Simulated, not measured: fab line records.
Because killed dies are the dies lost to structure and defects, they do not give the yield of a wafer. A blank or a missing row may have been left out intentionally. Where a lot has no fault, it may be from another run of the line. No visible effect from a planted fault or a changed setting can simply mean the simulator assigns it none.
Matching of chambers    flow nand harc    4 sister chambers for NHARC_A_ZERO_WELL_ETCH_13 on rie si-06
The step etches the open film in HBr/Cl2, target depth 120 nm, time 40.1 s. 4 wafers are shown with their chamber, then 8 later ones without.

EACH WAFER AND ITS CHAMBER
wafer   chamber  drypump motor current A (A)
L169.6  0        5.5
L173.3  1        5.5
L173.6  2        4.8
L174.1  3        6.2

WAFERS MISSING THEIR CHAMBER
wafer   drypump motor current A (A)
L174.4  5.6
L174.6  5.5
L182.1  5.6
L182.3  5.6
L182.5  4.8
L183.1  4.8
L183.2  5.5
L183.3  5.6

EACH ONE'S CHAMBER
wafer   from the rows above      in truth
L174.4  can't be placed: 0 or 1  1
L174.6  can't be placed: 0 or 1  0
L182.1  can't be placed: 0 or 1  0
L182.3  can't be placed: 0 or 1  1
L182.5  2                        2
L183.1  2                        2
L183.2  can't be placed: 0 or 1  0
L183.3  can't be placed: 0 or 1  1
Placed correctly: 2 of 8. These rows do not allow placing 6 (true chamber among the candidates in 6). Placed wrongly: 0.
How it was worked out, from the rows above alone: a wafer's distance from a chamber is the root of the sum, over the readings, of the square of ((its reading less the chamber's mean) divided by the reading's scatter). The wafer belongs to the nearest chamber; if the next one is less than 2 further off, it can't be placed. The mean given for a chamber averages the wafers shown for that chamber. The scatter (one wafer shown for each chamber): square how far every hidden wafer sits from the nearest shown wafer, average those squares and take the square root.
